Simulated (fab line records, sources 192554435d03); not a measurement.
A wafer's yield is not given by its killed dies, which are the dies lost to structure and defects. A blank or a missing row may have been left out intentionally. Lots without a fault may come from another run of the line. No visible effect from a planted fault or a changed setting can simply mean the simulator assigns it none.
8D (eight disciplines) problem report, filled in by code	flow n5 finfet	the parts of the form that need people (team, actions taken, sign-off) are left out

1. WHAT WENT WRONG
trench depth nm at N5_BEOL_M8_OCD_MEAS_38 reads a mean of 19.4 nm on 4 wafers of 3 lots; wafers without a fault read 93.4 nm with a standard deviation of 1.8. That puts it -41 standard deviations away from the usual mean.
Earliest sighting: wafer L110.5 on ocd-01 at day 15 03:58. Wafers with a number at this step in the record: 21, from 8 lots. Rule for "out", or "out of limits": more than 4 standard deviations from the usual mean. All remaining wafers that have a number are taken as sound.

2. WHAT IT IS AND WHAT IT IS NOT
question	is	is not
which readings at this step	trench depth nm	-
which lots	L110, L114, L115	L103, L105, L109, L117, L118
which wafers of those lots	L110.5, L114.4, L115.4, L115.5	L110.1, L114.6
read on which gauges	ocd-01, ocd-02	-
when	from day 15 03:58	up to then (10 sound wafers); but 7 sound wafers of L114, L117, L118 came after

3. THE SUSPECTS, EACH WITH WHAT RULES IT OUT
Counting: a tool at a process step up to the reading stays a suspect if it ran every lot that is out. Sound lots after the first of them don't rule it out here, since some wafers of a struck lot are sound.
- the gauge at N5_BEOL_M8_OCD_MEAS_38 is ruled out. 2 gauges (ocd-01, ocd-02) read the wafers that are out.
- pvd sputter-01 at N5_BEOL_M8_HM_DEP_02 (deposits TiN, target thk 20 nm): kept. Every lot that is out went through it, the first being L110 (day 14 23:41); the last sound lot it ran before that was L109 (day 14 22:32).
- rie diel-01 at N5_BEOL_M8_ETCH_65 (etches SiARC in CF4, target depth 15.6 nm, time 26 s): kept. Every lot that is out went through it, the first being L110 (day 15 03:35); the last sound lot it ran before that was L105 (day 12 23:27).
- rie diel-01 at N5_BEOL_M8_VIA_ETCH_34 (etches SiCOH lowk in C4F6/O2, target depth 125.5 nm, time 50.5 s): kept. Every lot that is out went through it, the first being L110 (day 15 03:43); the last sound lot it ran before that was L105 (day 12 23:35). Its own readings are out on those wafers: oes product au.
- rie diel-01 at N5_BEOL_M8_STRIP_36 (strips in N2/H2): kept. Every lot that is out went through it, the first being L110 (day 15 03:46); the last sound lot it ran before that was L105 (day 12 23:38).
Left after counting: pvd sputter-01 at N5_BEOL_M8_HM_DEP_02, rie diel-01 at N5_BEOL_M8_ETCH_65, rie diel-01 at N5_BEOL_M8_VIA_ETCH_34, rie diel-01 at N5_BEOL_M8_STRIP_36.

4. THE CAUSE (what the simulator had put in)
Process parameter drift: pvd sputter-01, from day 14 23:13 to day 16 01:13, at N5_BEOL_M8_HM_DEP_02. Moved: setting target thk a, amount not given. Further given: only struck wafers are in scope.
Counting left 4 suspects, and this tool is among them.

5. THE EFFECT CHAIN, in route order
Rows list readings where the struck wafers' mean (over those with a number) sits beyond 3 standard deviations from the usual. Scope: only readings with a usual standard deviation given in the record; hours: median across lots of the time from each lot's start at the first step in this table that gives one to its start at this step; sigmas: change in usual standard deviations.
hours	step	reading	usual	on struck wafers	change	sigmas
0	N5_BEOL_M8_VIA_ETCH_34	oes product au	0.82 a.u.	0.42	-0.40	-5.0
0	N5_BEOL_M8_OCD_MEAS_38	trench depth nm	93.4 nm	19.4	-74.1	-41
75	N5_PASSIVATION_PROBE_49	defect limited yield	91.3 %	22.5	-68.8	-49
75	N5_PASSIVATION_PROBE_49	killed_at_M4_up	14	831	+817	+99 or more
75	N5_PASSIVATION_PROBE_49	killed dies	103	915	+812	+48
75	N5_PASSIVATION_PROBE_49	killed on rim	13	118	+105	+24
75	N5_PASSIVATION_PROBE_49	sort_bin_5_function	5.1 %	74.1	+69.0	+71
75	N5_PASSIVATION_PROBE_49	sort n pass	1077	265	-812	-48
75	N5_PASSIVATION_PROBE_49	sort yield pct	91.2 %	22.5	-68.7	-49
Process steps it contains:
- N5_BEOL_M8_VIA_ETCH_34: etches SiCOH lowk in C4F6/O2, target depth 125.5 nm, time 50.5 s.
- N5_PASSIVATION_PROBE_49
Readings that are blank on the struck wafers while sound wafers have them: M8_THK at N5_BEOL_M8_THK_MEAS_53.

6. WHAT WOULD HAVE CAUGHT IT SOONER
The first out-of-limits reading at a measuring or inspecting step in this record came at day 15 03:58, 5 hours after the fault's start at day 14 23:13.
Tool readings at N5_BEOL_M8_HM_DEP_02 with a usual standard deviation given in the record: none out on any struck wafer, hence no alarm at a limit of 4 standard deviations on them.
Lots out: 3; of these, L115, L114 started N5_BEOL_M8_HM_DEP_02 on pvd sputter-01 after day 15 03:58. A hold on the tool at that time would have spared those 2.
